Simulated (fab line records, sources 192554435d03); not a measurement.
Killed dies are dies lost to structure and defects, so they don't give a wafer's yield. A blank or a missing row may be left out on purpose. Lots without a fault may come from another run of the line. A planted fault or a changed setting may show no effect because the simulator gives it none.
Chamber matching | flow n5_finfet | N5_BEOL_M2_ILD_DEP_00 on pecvd-03: 3 sister chambers
The step deposits SiOC from DEMS/O2, target thk 79 nm, time 15.3 s. 3 wafers are shown with their chamber, then 8 later ones without.

WAFERS WITH THEIR CHAMBER
wafer  | chamber | throttle_valve_pct (%)
L085.2 | 0       | 11.5
L085.6 | 1       | 12.5
L089.3 | 2       | 10.8

WAFERS WITHOUT THEIR CHAMBER
wafer  | throttle_valve_pct (%)
L089.4 | 12.6
L089.5 | 11.5
L091.1 | 12.5
L091.2 | 11.6
L091.4 | 11.0
L095.2 | 12.7
L095.3 | 10.8
L095.4 | 12.5

WHICH CHAMBER EACH WENT THROUGH
wafer  | from the rows above | in truth
L089.4 | 1                   | 1
L089.5 | 0                   | 0
L091.1 | 1                   | 1
L091.2 | 0                   | 0
L091.4 | 2                   | 2
L095.2 | 1                   | 1
L095.3 | 2                   | 2
L095.4 | 1                   | 1
Placed correctly: 8 of 8. Can't be placed from these rows: 0. Placed wrongly: 0.
How it was worked out, from the rows above alone: a wafer's distance from a chamber is the root of the sum, over the readings, of the square of ((its reading less the chamber's mean) divided by the reading's scatter). The wafer belongs to the nearest chamber; if the next one is less than 2 further off, it can't be placed. A chamber's mean is the mean of its shown wafers. The scatter: with one shown wafer a chamber, the root of the mean of the squares of how far each hidden wafer lies from its nearest shown one.
